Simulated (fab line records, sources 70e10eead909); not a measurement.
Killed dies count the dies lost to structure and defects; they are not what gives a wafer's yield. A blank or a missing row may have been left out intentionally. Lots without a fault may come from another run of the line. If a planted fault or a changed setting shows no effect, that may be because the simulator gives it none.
fab line records	flow nandHarc	part 1 of 2: steps 1 to 22 of 30
record lots=5	wafers=15	lastDay=31
route steps=1302 shown A_CONTACT@991
lots untouched by any fault: they come from a run of this same line in which no faults occurred
startH: hours from the record's first day to the start of the lot's first wafer shown	waitH: hours from the lot's prior step to this one	" identical to the entry in the row above	L1.1+2: several wafers, shown together as one row	- no value, or no start was given	* or withheld: withheld	< > ~ a bound
route shown NAME@n: a module of which the file shows steps, and the number in the route of the first	usual: average and standard deviation across the fault-free wafers	same: alike in all rows	chamber/n: place in a boat	sites: per-site readings	_std_site: standard deviation across them	_edge_site: mean of outer sites minus mean of inner sites	radiusMm: for every site, how far away it sits from the centre of the wafer	mask NAME#n: copy n	behind: the tool/chamber that last shaped the wafer	hold: reason for holding the lot/hours on hold/outcome of the hold	device: which transistor (n, p or np) failed to switch	end of line: the same wafers' tests at the end of the route	a step with no rows: only its recipe	killed: not the wafer's yield, but the dies lost to structure and defects at the first sort	map: a wafer's dies, x killed, . not, _ none there
set.NAME: the setting that was run; set.NAME@STEP: the one run at that earlier step	model.NAME: the simulator's own value behind a step, which no gauge read
lots at some steps of the route; a table a step, a row a wafer
services: the hour from which a tool's chamber was out of use, counted from the record's first day as startH (under 0 if before that day), plus the number of hours and why
## steps
# step NHARC_A_CONTACT_COAT_36
# recipe spinRpm=1500	resistThkNm=90
# usual spinSpeedRpm=1499.9/0.85
lot.wafer	tool	chamber	startH	waitH	spinSpeedRpm
L085.1	lithoTrack-04	0	-	-	1500.2
L085.3	"	0	"	"	1500.8
L085.5	"	0	"	"	1501.0
L084.1	lithoTrack-06	0	-	-	1501.0
L084.2	"	0	"	"	1501.0
L084.5	"	0	"	"	1501.1
L089.3	lithoTrack-01	0	-	-	1500.8
L089.4	"	0	"	"	1502.0
L089.5	"	0	"	"	1501.9
L091.3	lithoTrack-01	0	-	-	1498.3
L091.5	"	0	"	"	1499.8
L091.6	"	0	"	"	1499.6
L092.1	lithoTrack-06	0	-	-	1500.2
L092.2	"	0	"	"	1499.6
L092.6	"	0	"	"	1499.6
# step NHARC_A_CONTACT_SOFTBAKE_37
# recipe tempC=105	timeS=55
lot.wafer	tool	chamber	startH	waitH
L085.1+3+5	lithoTrack-04	0	-	-
L084.1+2+5	lithoTrack-06	0	-	-
L089.3+4+5	lithoTrack-01	0	-	-
L091.3+5+6	lithoTrack-01	0	-	-
L092.1+2+6	lithoTrack-06	0	-	-
# step NHARC_A_CONTACT_EBR_38
lot.wafer	tool	chamber	startH	waitH
L085.1+3+5	lithoTrack-04	0	-	-
L084.1+2+5	lithoTrack-06	0	-	-
L089.3+4+5	lithoTrack-01	0	-	-
L091.3+5+6	lithoTrack-01	0	-	-
L092.1+2+6	lithoTrack-06	0	-	-
# step NHARC_A_CONTACT_EXPOSE_39
# recipe na=1.35	sigmaOuter=0.8	doseMj=58.79	maskId=A_CC_3
# same na=1.35
lot.wafer	tool	chamber	startH	waitH	mask
L085.1+3+5	arfiScanner-01	0	587.15	-	A_CC_3#0
L084.1+2+5	arfiScanner-03	0	587.30	-	A_CC_3#0
L089.3+4+5	arfiScanner-01	0	636.15	-	A_CC_3#0
L091.3+5+6	arfiScanner-02	0	664.73	-	A_CC_3#0
L092.1+2+6	arfiScanner-03	0	681.82	-	A_CC_3#0
# step NHARC_A_CONTACT_PEB_40
# recipe pebTempC=100	pebTimeS=65
# same pebTimeS=65
lot.wafer	tool	chamber	startH	waitH
L085.1+3+5	lithoTrack-01	0	587.20	0.1
L084.1+2+5	lithoTrack-06	0	587.36	0.1
L089.3+4+5	lithoTrack-04	0	636.20	0.1
L091.3+5+6	lithoTrack-01	0	664.78	0.0
L092.1+2+6	lithoTrack-04	0	681.88	0.1
# step NHARC_A_CONTACT_DEVELOP_41
# recipe developTimeS=35	devTempC=23
lot.wafer	tool	chamber	startH	waitH
L085.1+3+5	lithoTrack-01	0	-	-
L084.1+2+5	lithoTrack-06	0	-	-
L089.3+4+5	lithoTrack-04	0	-	-
L091.3+5+6	lithoTrack-01	0	-	-
L092.1+2+6	lithoTrack-04	0	-	-
# step NHARC_A_CONTACT_CD_MEAS_42
# recipe targetCdNm=300	landingEnergyEv=500
# usual cdNm=300.0/0.47
lot.wafer	tool	chamber	startH	waitH	cdNm
L085.1	cdSem-01	0	587.28	-	300.1
L085.3	"	0	"	"	300.1
L085.5	"	0	"	"	300.8
L084.1	cdSem-02	0	587.44	-	299.1
L084.2	"	0	"	"	299.9
L084.5	"	0	"	"	298.7
L089.3	cdSem-01	0	636.28	-	300.1
L089.4	"	0	"	"	299.6
L089.5	"	0	"	"	300.1
L091.3	cdSem-01	0	664.87	-	300.1
L091.5	"	0	"	"	299.3
L091.6	"	0	"	"	300.4
L092.1	cdSem-03	0	681.96	-	300.0
L092.2	"	0	"	"	299.8
L092.6	"	0	"	"	299.7
# step NHARC_A_CONTACT_OVL_MEAS_43
# usual overlayXNm=0.4/0.92	overlayYNm=0.1/0.6
lot.wafer	tool	chamber	startH	waitH	overlayXNm	overlayYNm
L085.1	overlay-01	-	587.37	-	1.6	1.6
L085.3	"	-	"	"	1.2	1.1
L085.5	"	-	"	"	1.0	0.9
L084.1	overlay-02	-	587.53	-	0.2	0.2
L084.2	"	-	"	"	0.5	0.3
L084.5	"	-	"	"	0.2	-0.9
L089.3	overlay-01	-	636.37	-	1.1	0.2
L089.4	"	-	"	"	1.7	0.6
L089.5	"	-	"	"	1.2	-0.1
L091.3	overlay-02	-	664.95	-	-1.1	-0.7
L091.5	"	-	"	"	-0.5	-0.8
L091.6	"	-	"	"	-0.4	-1.0
L092.1	overlay-01	-	682.05	-	0.3	0.1
L092.2	"	-	"	"	-1.0	0.5
L092.6	"	-	"	"	0.0	-0.3
# step NHARC_A_CONTACT_INSPECT_44
# usual rawDefectCount=78/42
lot.wafer	tool	chamber	startH	waitH	rawDefectCount
L085.1	defectInspect-02	-	587.41	0.0	14
L085.3	"	-	"	"	16
L085.5	"	-	"	"	20
L084.1	defectInspect-02	-	587.56	0.0	108
L084.2	"	-	"	"	116
L084.5	"	-	"	"	102
L089.3	defectInspect-01	-	636.40	0.0	129
L089.4	"	-	"	"	121
L089.5	"	-	"	"	104
L091.3	defectInspect-01	-	664.99	0.0	95
L091.5	"	-	"	"	100
L091.6	"	-	"	"	92
L092.1	defectInspect-01	-	682.09	0.0	93
L092.2	"	-	"	"	86
L092.6	"	-	"	"	109
# step NHARC_A_CONTACT_DESCUM_47
# recipe timeS=3	o2FlowSccm=200	arFlowSccm=0	biasPowerW=0	chemistry=O2
# usual drypumpMotorCurrentA=5.7/0.55	oesProductAu=1.000/0.0075	rfVppV=57.7/1	showerheadPlenumPTorr=1.91/0.12	throttleValvePct=11.311/0.0088
# same biasPowerW=0
lot.wafer	tool	chamber	startH	waitH	drypumpMotorCurrentA	oesProductAu	rfHoursCounterH	rfVppV	showerheadPlenumPTorr	throttleValvePct
L085.3	rieDiel-03	0	587.47	0.1	5.1	1.003	21	58.0	2.07	11.316
L085.1	"	3	"	"	6.2	1.001	18	58.7	1.90	11.304
L085.5	"	1	"	"	6.7	1.008	-	56.6	1.80	11.308
L084.1	rieDiel-08	2	587.63	0.1	5.2	0.998	11	58.4	1.80	11.311
L084.2	"	0	"	"	5.4	0.991	8	57.2	1.80	11.301
L084.5	"	2	"	"	5.3	0.999	-	58.4	1.80	11.303
L089.4	rieDiel-04	0	636.46	0.1	5.7	1.007	33	58.6	1.83	11.307
L089.3	"	1	"	"	4.8	1.001	33	59.0	2.03	11.299
L089.5	"	1	"	"	4.8	0.999	-	58.5	2.03	11.308
L091.3	rieDiel-04	2	665.05	0.1	5.5	0.993	38	56.7	1.86	11.305
L091.5	"	2	"	"	5.5	0.986	-	57.8	1.86	11.310
L091.6	"	3	"	"	5.9	1.008	-	58.1	2.05	11.318
L092.1	rieDiel-03	1	682.16	0.1	6.7	0.998	7	57.3	1.79	11.308
L092.2	"	3	"	"	6.2	0.996	5	57.9	1.89	11.313
L092.6	"	1	"	"	6.7	0.998	-	58.1	1.79	11.310
# step NHARC_A_CONTACT_ETCH_48
# recipe targetDepthA=390	overEtchFrac=0.3	timeS=65	ionEnergyEv=80	cf4FlowSccm=150	arFlowSccm=0	rfW=300	biasW=100	chemistry=CF4
# usual cf4FlowSccm=149.9/0.49	drypumpMotorCurrentA=5.7/0.55	oesProductAu=1.000/0.0072	rfVppV=151.2/1.4	showerheadPlenumPTorr=1.76/0.099	throttleValvePct=13.283/0.011
lot.wafer	tool	chamber	startH	waitH	cf4FlowSccm	drypumpMotorCurrentA	oesProductAu	rfHoursCounterH	rfVppV	showerheadPlenumPTorr	throttleValvePct
L085.1	rieDiel-03	1	587.55	0.1	149.3	6.7	0.997	20	150.3	1.67	13.293
L085.3	"	2	"	"	150.6	6.0	1.004	19	149.4	1.64	13.283
L085.5	"	2	"	"	150.8	6.0	0.978	-	150.4	1.64	13.268
L084.2	rieDiel-08	3	587.72	0.1	149.6	5.2	0.992	9	151.5	1.76	13.273
L084.1	"	0	"	"	149.8	5.4	0.992	8	149.0	1.67	13.296
L084.5	"	1	"	"	150.1	6.0	1.018	-	152.8	1.89	13.288
L089.3	rieDiel-04	2	636.56	0.1	150.0	5.5	0.992	29	150.8	1.73	13.266
L089.4	"	3	"	"	149.0	5.8	0.995	30	151.0	1.88	13.283
L089.5	"	2	"	"	150.2	5.6	0.985	-	150.5	1.73	13.274
L091.3	rieDiel-04	3	665.14	0.1	149.6	5.9	0.995	38	152.3	1.88	13.279
L091.6	"	2	"	"	149.8	5.6	0.987	-	151.3	1.72	13.275
L091.5	"	3	"	"	149.7	5.9	0.991	-	152.8	1.88	13.300
L092.2	rieDiel-03	3	682.24	0.1	149.4	6.2	0.999	5	149.3	1.75	13.285
L092.1	"	0	"	"	149.7	5.1	1.010	6	154.2	1.90	13.289
L092.6	"	2	"	"	149.6	6.1	1.003	-	153.3	1.91	13.274
# step NHARC_A_CONTACT_ETCH_49
# recipe targetDepthA=2600	overEtchFrac=0.3	timeS=475.3	ionEnergyEv=200	n2FlowSccm=150	h2FlowSccm=150	arFlowSccm=0	rfW=400	biasW=150	chemistry=N2/H2
# usual drypumpMotorCurrentA=5.7/0.55	oesProductAu=0.999/0.0073	rfVppV=430/3.6	showerheadPlenumPTorr=2.04/0.13	throttleValvePct=14.170/0.0097
lot.wafer	tool	chamber	startH	waitH	drypumpMotorCurrentA	oesProductAu	rfHoursCounterH	rfVppV	showerheadPlenumPTorr	throttleValvePct
L085.3	rieDiel-03	1	-	-	6.7	1.000	20	427	1.91	14.160
L085.1	"	2	"	"	6.0	1.002	20	425	1.88	14.166
L085.5	"	3	"	"	6.3	1.008	-	430	2.02	14.178
L084.2	rieDiel-08	0	-	-	5.4	0.984	8	428	1.91	14.151
L084.1	"	2	"	"	5.2	1.003	11	426	1.92	14.165
L084.5	"	3	"	"	5.2	0.996	-	429	2.02	14.184
L089.3	rieDiel-04	2	-	-	5.5	0.993	29	429	1.99	14.170
L089.4	"	3	"	"	5.9	0.999	30	437	2.19	14.164
L089.5	"	1	"	"	4.8	0.997	-	434	2.16	14.150
L091.3	rieDiel-04	0	-	-	5.7	1.006	41	427	1.95	14.174
L091.6	"	1	"	"	4.8	0.998	-	434	2.16	14.171
L091.5	"	2	"	"	5.5	0.993	-	428	1.98	14.169
L092.2	rieDiel-03	0	-	-	5.1	1.007	6	436	2.20	14.180
L092.1	"	2	"	"	6.0	0.987	6	434	2.22	14.182
L092.6	"	3	"	"	6.2	0.997	-	428	2.02	14.178
# step NHARC_A_CONTACT_ETCH_50
# recipe targetDepthA=1210	timeS=60.5	cf4FlowSccm=100	chf3FlowSccm=30	arFlowSccm=0	rfW=500	biasW=200	chemistry=CF4/CHF3
# usual cf4FlowSccm=100.02/0.29	chf3FlowSccm=30.01/0.09	drypumpMotorCurrentA=5.7/0.55	oesProductAu=0.950/0.025	rfVppV=370/3.2	showerheadPlenumPTorr=1.57/0.09	throttleValvePct=16.802/0.0087
lot.wafer	tool	chamber	startH	waitH	cf4FlowSccm	chf3FlowSccm	drypumpMotorCurrentA	oesProductAu	rfHoursCounterH	rfVppV	showerheadPlenumPTorr	throttleValvePct
L085.1	rieDiel-03	1	-	-	100.15	29.93	6.7	0.966	20	368	1.48	16.807
L085.3	"	3	"	"	100.06	30.09	6.2	0.983	19	368	1.56	16.791
L085.5	"	1	"	"	99.76	30.09	6.7	0.967	-	367	1.48	16.800
L084.1	rieDiel-08	1	-	-	99.88	29.89	6.0	0.966	11	374	1.68	16.802
L084.2	"	2	"	"	100.24	30.07	5.2	0.949	11	367	1.49	16.804
L084.5	"	1	"	"	99.96	30.02	6.0	0.961	-	376	1.68	16.804
L089.3	rieDiel-04	1	-	-	100.40	29.99	4.9	0.914	33	374	1.66	16.800
L089.4	"	2	"	"	100.44	30.12	5.5	0.924	29	369	1.54	16.803
L089.5	"	2	"	"	100.32	30.17	5.6	0.916	-	369	1.54	16.795
L091.3	rieDiel-04	2	-	-	99.82	29.98	5.6	0.919	38	369	1.53	16.800
L091.5	"	1	"	"	99.95	30.00	4.8	0.923	-	373	1.66	16.809
L091.6	"	2	"	"	100.11	29.94	5.5	0.922	-	368	1.53	16.800
L092.1	rieDiel-03	2	-	-	100.15	29.91	6.0	0.979	6	374	1.70	16.805
L092.2	"	3	"	"	99.63	30.07	6.2	0.983	5	371	1.56	16.805
L092.6	"	0	"	"	100.26	30.04	5.1	0.961	-	375	1.69	16.810
# step NHARC_A_CONTACT_ETCH_51
# recipe targetDepthA=70000	overEtchFrac=0.3	timeS=1820	ionEnergyEv=150	o2FlowSccm=400	cosFlowSccm=20	arFlowSccm=0	rfW=500	biasW=300	chemistry=O2/COS
# usual drypumpMotorCurrentA=5.8/0.54	oesProductAu=0.998/0.008	rfVppV=314.1/2.7	showerheadPlenumPTorr=3.11/0.18	throttleValvePct=28.330/0.0089
lot.wafer	tool	chamber	startH	waitH	drypumpMotorCurrentA	oesProductAu	rfHoursCounterH	rfVppV	showerheadPlenumPTorr	throttleValvePct
L085.1	rieDiel-03	1	-	-	6.7	1.007	21	311.3	2.94	28.339
L085.3	"	3	"	"	6.2	1.005	19	313.3	3.10	28.325
L085.5	"	0	"	"	5.1	0.999	-	317.6	3.36	28.340
L084.1	rieDiel-08	2	-	-	5.2	0.988	11	310.9	2.95	28.333
L084.2	"	1	"	"	6.0	0.988	11	316.0	3.34	28.333
L084.5	"	3	"	"	5.2	0.979	-	313.8	3.10	28.328
L089.3	rieDiel-04	1	-	-	4.9	1.005	33	317.3	3.30	28.334
L089.4	"	2	"	"	5.6	0.988	30	313.0	3.05	28.330
L089.5	"	0	"	"	5.7	0.999	-	312.2	3.00	28.337
L091.3	rieDiel-04	1	-	-	4.9	0.999	42	317.7	3.29	28.340
L091.6	"	2	"	"	5.6	0.988	-	314.4	3.04	28.332
L091.5	"	3	"	"	5.9	0.998	-	317.4	3.32	28.333
L092.1	rieDiel-03	3	-	-	6.2	0.993	6	314.1	3.09	28.320
L092.2	"	1	"	"	6.7	1.003	8	312.0	2.93	28.343
L092.6	"	2	"	"	6.0	0.987	-	317.4	3.37	28.309
# step NHARC_A_CONTACT_ETCH_111
# recipe sourceW=withheld	pressureMtorr=20	biasV=withheld	timeS=140	targetDepthA=7000	arFlowSccm=withheld	c4f8FlowSccm=withheld	o2FlowSccm=withheld	chemistry=C4F8/O2/Ar
lot.wafer	tool	chamber	startH	waitH	rfHoursCounterH
L085.1	harCapEtch-03	1	589.34	-	57
L085.3	"	1	"	"	-
L085.5	"	1	"	"	-
L084.1	harCapEtch-02	0	589.46	-	99
L084.2	"	1	"	"	99
L084.5	"	0	"	"	-
L089.3	harCapEtch-02	1	638.53	-	-
L089.4	"	0	"	"	-
L089.5	"	1	"	"	-
L091.3	harCapEtch-02	1	667.41	-	-
L091.6	"	0	"	"	-
L091.5	"	1	"	"	-
L092.2	harCapEtch-02	1	683.97	-	116
L092.1	"	0	"	"	116
L092.6	"	0	"	"	-
# step NHARC_A_CONTACT_ETCH_112
# recipe sourceW=withheld	pressureMtorr=20	biasV=3000	timeS=190	targetDepthA=18500	arFlowSccm=withheld	c4f8FlowSccm=withheld	o2FlowSccm=withheld	chemistry=C4F8/O2/Ar
lot.wafer	tool	chamber	startH	waitH	rfHoursCounterH
L085.1	harCapEtch-03	1	589.53	0.2	57
L085.3	"	1	"	"	-
L085.5	"	1	"	"	-
L084.1	harCapEtch-02	0	589.66	0.2	99
L084.2	"	1	"	"	99
L084.5	"	0	"	"	-
L089.3	harCapEtch-02	1	638.72	0.2	-
L089.4	"	0	"	"	-
L089.5	"	1	"	"	-
L091.3	harCapEtch-02	1	667.60	0.2	-
L091.6	"	0	"	"	-
L091.5	"	1	"	"	-
L092.2	harCapEtch-02	1	684.17	0.2	116
L092.1	"	0	"	"	116
L092.6	"	0	"	"	-
# step NHARC_A_CONTACT_ETCH_113
# recipe sourceW=withheld	pressureMtorr=20	biasV=3000	timeS=190	targetDepthA=18500	arFlowSccm=withheld	c4f8FlowSccm=withheld	o2FlowSccm=withheld	chemistry=C4F8/O2/Ar
lot.wafer	tool	chamber	startH	waitH	rfHoursCounterH
L085.1	harCapEtch-03	1	589.70	0.1	57
L085.3	"	1	"	"	-
L085.5	"	1	"	"	-
L084.1	harCapEtch-02	0	589.83	0.1	99
L084.2	"	1	"	"	99
L084.5	"	0	"	"	-
L089.3	harCapEtch-02	1	638.89	0.1	-
L089.4	"	0	"	"	-
L089.5	"	1	"	"	-
L091.3	harCapEtch-02	1	667.77	0.1	-
L091.6	"	0	"	"	-
L091.5	"	1	"	"	-
L092.2	harCapEtch-02	1	684.34	0.1	117
L092.1	"	0	"	"	117
L092.6	"	0	"	"	-
# step NHARC_A_CONTACT_ETCH_114
# recipe sourceW=withheld	pressureMtorr=20	biasV=3000	timeS=190	targetDepthA=18500	arFlowSccm=withheld	c4f8FlowSccm=withheld	o2FlowSccm=withheld	chemistry=C4F8/O2/Ar
lot.wafer	tool	chamber	startH	waitH	rfHoursCounterH
L085.1	harCapEtch-03	1	589.87	0.1	58
L085.3	"	1	"	"	-
L085.5	"	1	"	"	-
L084.1	harCapEtch-02	0	590.00	0.1	99
L084.2	"	1	"	"	99
L084.5	"	0	"	"	-
L089.3	harCapEtch-02	1	639.06	0.1	-
L089.4	"	0	"	"	-
L089.5	"	1	"	"	-
L091.3	harCapEtch-02	1	667.94	0.1	-
L091.6	"	0	"	"	-
L091.5	"	1	"	"	-
L092.2	harCapEtch-02	1	684.51	0.1	117
L092.1	"	0	"	"	117
L092.6	"	0	"	"	-
# step NHARC_A_CONTACT_ETCH_115
# recipe sourceW=withheld	pressureMtorr=20	biasV=3000	timeS=190	targetDepthA=18500	arFlowSccm=withheld	c4f8FlowSccm=withheld	o2FlowSccm=withheld	chemistry=C4F8/O2/Ar
lot.wafer	tool	chamber	startH	waitH	rfHoursCounterH
L085.1	harCapEtch-03	1	590.04	0.1	58
L085.3	"	1	"	"	-
L085.5	"	1	"	"	-
L084.1	harCapEtch-02	0	590.17	0.1	99
L084.2	"	1	"	"	99
L084.5	"	0	"	"	-
L089.3	harCapEtch-02	1	639.23	0.1	-
L089.4	"	0	"	"	-
L089.5	"	1	"	"	-
L091.3	harCapEtch-02	1	668.11	0.1	-
L091.6	"	0	"	"	-
L091.5	"	1	"	"	-
L092.2	harCapEtch-02	1	684.68	0.1	117
L092.1	"	0	"	"	117
L092.6	"	0	"	"	-
# step NHARC_A_CONTACT_ETCH_116
# recipe sourceW=withheld	pressureMtorr=20	biasV=3000	timeS=190	targetDepthA=18500	arFlowSccm=withheld	c4f8FlowSccm=withheld	o2FlowSccm=withheld	chemistry=C4F8/O2/Ar
lot.wafer	tool	chamber	startH	waitH	rfHoursCounterH
L085.1	harCapEtch-03	1	590.21	0.1	58
L085.3	"	1	"	"	-
L085.5	"	1	"	"	-
L084.1	harCapEtch-02	0	590.34	0.1	99
L084.2	"	1	"	"	99
L084.5	"	0	"	"	-
L089.3	harCapEtch-02	1	639.41	0.1	-
L089.4	"	0	"	"	-
L089.5	"	1	"	"	-
L091.3	harCapEtch-02	1	668.28	0.1	-
L091.6	"	0	"	"	-
L091.5	"	1	"	"	-
L092.2	harCapEtch-02	1	684.85	0.1	117
L092.1	"	0	"	"	117
L092.6	"	0	"	"	-
# step NHARC_A_CONTACT_ETCH_117
# recipe sourceW=withheld	pressureMtorr=20	biasV=3000	timeS=190	targetDepthA=18500	arFlowSccm=withheld	c4f8FlowSccm=withheld	o2FlowSccm=withheld	chemistry=C4F8/O2/Ar
lot.wafer	tool	chamber	startH	waitH	rfHoursCounterH
L085.1	harCapEtch-03	1	590.38	0.1	58
L085.3	"	1	"	"	-
L085.5	"	1	"	"	-
L084.1	harCapEtch-02	0	590.51	0.1	100
L084.2	"	1	"	"	100
L084.5	"	0	"	"	-
L089.3	harCapEtch-02	1	639.58	0.1	-
L089.4	"	0	"	"	-
L089.5	"	1	"	"	-
L091.3	harCapEtch-02	1	668.46	0.1	-
L091.6	"	0	"	"	-
L091.5	"	1	"	"	-
L092.2	harCapEtch-02	1	685.02	0.1	117
L092.1	"	0	"	"	117
L092.6	"	0	"	"	-
# step NHARC_A_CONTACT_ETCH_118
# recipe sourceW=withheld	pressureMtorr=20	biasV=3000	timeS=190	targetDepthA=18500	arFlowSccm=withheld	c4f8FlowSccm=withheld	o2FlowSccm=withheld	chemistry=C4F8/O2/Ar
lot.wafer	tool	chamber	startH	waitH	rfHoursCounterH
L085.1	harCapEtch-03	1	590.55	0.1	58
L085.3	"	1	"	"	-
L085.5	"	1	"	"	-
L084.1	harCapEtch-02	0	590.69	0.1	100
L084.2	"	1	"	"	100
L084.5	"	0	"	"	-
L089.3	harCapEtch-02	1	639.75	0.1	-
L089.4	"	0	"	"	-
L089.5	"	1	"	"	-
L091.3	harCapEtch-02	1	668.63	0.1	-
L091.6	"	0	"	"	-
L091.5	"	1	"	"	-
L092.2	harCapEtch-02	1	685.20	0.1	117
L092.1	"	0	"	"	117
L092.6	"	0	"	"	-
